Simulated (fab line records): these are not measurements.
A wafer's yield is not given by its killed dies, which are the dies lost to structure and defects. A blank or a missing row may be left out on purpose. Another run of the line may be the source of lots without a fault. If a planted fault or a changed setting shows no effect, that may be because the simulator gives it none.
Problem report in the 8D (eight disciplines) form, filled by code :: flow n5Finfet :: the parts of the form that need people (team, actions taken, sign-off) are left out

## 1. PROBLEM STATEMENT
Wafers without a fault read 764.1 s, standard deviation 0.44; runLengthS at N5_HKMG_FIN_ETCH_58 reads a mean of 647.1 s on 2 wafers belonging to 2 lots. That is -99 or more standard deviations from the usual mean.
The step: etches SOC in N2/H2, target depth 215.8 nm, time 741 s.
Seen first at day 5 19:05 on rieDiel-04, wafer L572.4. At this step, 26 wafers from 10 lots have a number in the record. Rule for "out" (also "out of limits"): further than 4 standard deviations from the usual mean. Any other wafer with a number is counted as sound.

## 2. WHAT IT IS, AND WHAT IT ISN'T
question: which readings at this step
is: runLengthS
is not: drypumpMotorCurrentA, oesProductAu, rfVppV, showerheadPlenumPTorr, throttleValvePct

question: which lots
is: L572, L574
is not: L565, L566, L567, L573, L576, L578, L586, L588

question: which wafers of those lots
is: all that have a number
is not: -

question: read on which tools
is: rieDiel-04
is not: rieDiel-01, rieDiel-02

question: when
is: from day 5 19:05
is not: up to then (9 sound wafers); but 15 sound wafers of L573, L576, L578, L586, L588 came after

## 3. THE SUSPECTS, EACH WITH WHAT RULES IT OUT
Counting: a tool at any process step up to the reading remains a suspect when it ran all the lots that are out and ran no sound lot after the first of those.
- aldHk-03 at N5_HKMG_FIN_ALD_75 (deposits Al2O3, target thk 1 nm, co reactant pulse time 1 s): ruled out as a lasting fault. The sound lots L573, L586 went through it after L572, its earliest lot that is out (day 5 18:08).
- rieDiel-04 at N5_HKMG_FIN_ETCH_58 (etches SOC in N2/H2, target depth 215.8 nm, time 741 s): kept. All lots that are out passed through it, beginning with L572 at day 5 19:05, and no sound lot followed; its final sound lot before that point was L567 at day 4 16:37. On those wafers its own readings are out: runLengthS.
After counting, what remains is rieDiel-04 at N5_HKMG_FIN_ETCH_58.

## 4. THE CAUSE (what the simulator had put in)
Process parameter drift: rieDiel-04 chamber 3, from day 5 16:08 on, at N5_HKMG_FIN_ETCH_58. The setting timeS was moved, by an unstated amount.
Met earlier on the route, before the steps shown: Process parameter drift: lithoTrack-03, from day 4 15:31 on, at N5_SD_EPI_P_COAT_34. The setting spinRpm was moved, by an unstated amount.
The count eliminated every tool but this one.

## 5. SEQUENCE OF EFFECTS, ordered by route
One row per reading whose mean, taken over the struck wafers that have a number, lies over 3 standard deviations from the usual. Only readings for which the record gives a usual standard deviation are gone through. hours: the time from each lot's start at the first step in this table that gives one to its start at this step, as a median over the lots. sigmas: the change in usual standard deviations.
hours: 0
step: N5_HKMG_FIN_ETCH_58
reading: runLengthS
usual: 764.1 s
on struck wafers: 647.1
change: -117.0
sigmas: -99 or more
The process steps in it:
- N5_HKMG_FIN_ETCH_58: etches SOC in N2/H2, target depth 215.8 nm, time 741 s.
Readings that are blank on the struck wafers while sound wafers have them: biasW at N5_HKMG_FIN_ETCH_58.
Later steps that measure or inspect, where all struck wafers having a row at the step show a number for every such reading and not one has moved that far: N5_BEOL_M4_RC_MEAS_101.

## 6. WHAT WOULD HAVE CAUGHT IT SOONER
First out-of-limits reading in this record: day 5 19:05, which is 3 hours after fault onset at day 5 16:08.
